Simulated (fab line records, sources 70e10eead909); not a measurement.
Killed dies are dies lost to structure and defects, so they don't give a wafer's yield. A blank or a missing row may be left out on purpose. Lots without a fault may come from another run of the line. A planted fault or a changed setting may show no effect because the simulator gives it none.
A struck lot beside a sound one | flow nand_harc | 15 steps out of a route of 1302
Sound: wafers L644.4, L644.5, L644.6. Struck: wafers L635.4, L635.5, L635.6. The cause comes at the end.
At each step with rows: each side's tool, then ch and its chambers, then its first start. Under that, the readings that differ: sound wafers | struck wafers | difference of the means | sigmas: that difference in standard deviations of wafers without a fault.
alike: readings whose means differ by less than 2 such deviations, and words and numbers that are the same on both sides. not compared: withheld readings, readings that some wafer has no value for, bounds like >300 that may hide the same value, and numbers for which the record gives no deviation and whose values overlap.
The two part at a step that has a row with sigmas, a row that says differs or no value, or rows on one side only. Numbers that don't overlap but have no deviation are shown without sigmas and don't part them. A reading that every wafer of one side lacks parts them only if that side has two wafers or more.

NHARC_A_CHANNEL_HOLE_D1_STRIP_27: strips in O2.
  sound on rie_diel-03 ch 0,3; struck on rie_diel-12 ch 1,2,3
  reading      | sound          | struck         | difference | sigmas
  rf_vpp_V (V) | 56.2 58.3 57.0 | 59.2 58.0 60.0 | +1.9       | +2
  alike: drypump_motor_current_A, o2_flow_sccm, oes_product_au, showerhead_plenum_p_Torr, throttle_valve_pct
  not compared: rf_hours_counter_h
then, 2 steps without rows for these wafers: NHARC_A_CHANNEL_HOLE_D1_PRECLEAN_28 (cleans in SC1); NHARC_A_CHANNEL_HOLE_D1_SRD_29.
NHARC_A_CHANNEL_HOLE_D1_CD_MEAS_30:
  sound on cd_sem-02, day 15 13:56; struck on cd_sem-02, day 11 20:16
  alike: cd_nm
NHARC_A_CHANNEL_HOLE_D1_XSEM_31:
  sound on xsem-02 ch 0, day 15 14:01; struck on xsem-01 ch 0, day 11 20:21
  alike: bot_cd_nm, bow_nm, tilt_deg
NHARC_A_CHANNEL_HOLE_D1_INSPECT_40:
  sound on defect_inspect-01, day 15 14:07; struck on defect_inspect-02, day 11 20:26
  alike: raw_defect_count
then, 2 steps without rows for these wafers: NHARC_A_CHANNEL_FILL_D1_PRECLEAN_00 (cleans in SC1); NHARC_A_CHANNEL_FILL_D1_SRD_01.
NHARC_A_CHANNEL_FILL_D1_ALD_02: deposits SiO2, target thk 6 nm, pulse time 10 s, ald cycles 60.
  sound on ald_hk-03 ch 1,2,3, day 15 14:44; struck on ald_hk-03 ch 0,1,2, day 11 20:51
  alike: ald_cycles, heater_power_w, precursor_pulse_height_rel
NHARC_A_CHANNEL_FILL_D1_ALD_03: deposits SiNx, target thk 6 nm, pulse time 60 s, ald cycles 58.
  sound on ald_sin_batch-01 ch 0; struck on ald_sin_batch-02 ch 0
  alike: ald_cycles, precursor_pulse_height_rel
NHARC_A_CHANNEL_FILL_D1_ALD_14: deposits SiO2, target thk 2.5 nm, pulse time 10 s, ald cycles 25.
  sound on ald_hk-01 ch 0,1, day 15 22:04; struck on ald_hk-02 ch 1,2, day 12 03:42
  alike: ald_cycles, heater_power_w, precursor_pulse_height_rel
then, 1 step without rows for these wafers: NHARC_A_CHANNEL_FILL_D1_ALD_15 (deposits SiNx, target thk 2 nm, pulse time 60 s, ald cycles 19).
NHARC_A_CHANNEL_FILL_D1_ALD_16: deposits SiO2, target thk 1.5 nm, pulse time 10 s, ald cycles 15.
  sound on ald_hk-02 ch 2,3, day 16 03:16; struck on ald_hk-02 ch 0,2,3, day 12 08:53
  reading    | sound    | struck   | difference | sigmas
  ald_cycles | 15 15 15 | 19 19 19 | +4         |
  alike: heater_power_w, precursor_pulse_height_rel
then, 1 step without rows for these wafers: NHARC_A_CHANNEL_FILL_D1_ANNEAL_17 (time 1800 s).
-- the record jumps here: 15 days lie between the struck wafers' starts before and after (it left off in module A_CHANNEL_FILL_D1 and takes up again in module END, whose first step shown is number 1302 of the route) --
NHARC_END_SORT_01:
  the record has rows for the struck wafers here (prober-02 ch 0, day 27 14:09) and none for the sound ones

WHERE THEY PART
First at NHARC_A_CHANNEL_HOLE_D1_STRIP_27; last, within this record, at NHARC_END_SORT_01.

WHY: what the simulator had put in
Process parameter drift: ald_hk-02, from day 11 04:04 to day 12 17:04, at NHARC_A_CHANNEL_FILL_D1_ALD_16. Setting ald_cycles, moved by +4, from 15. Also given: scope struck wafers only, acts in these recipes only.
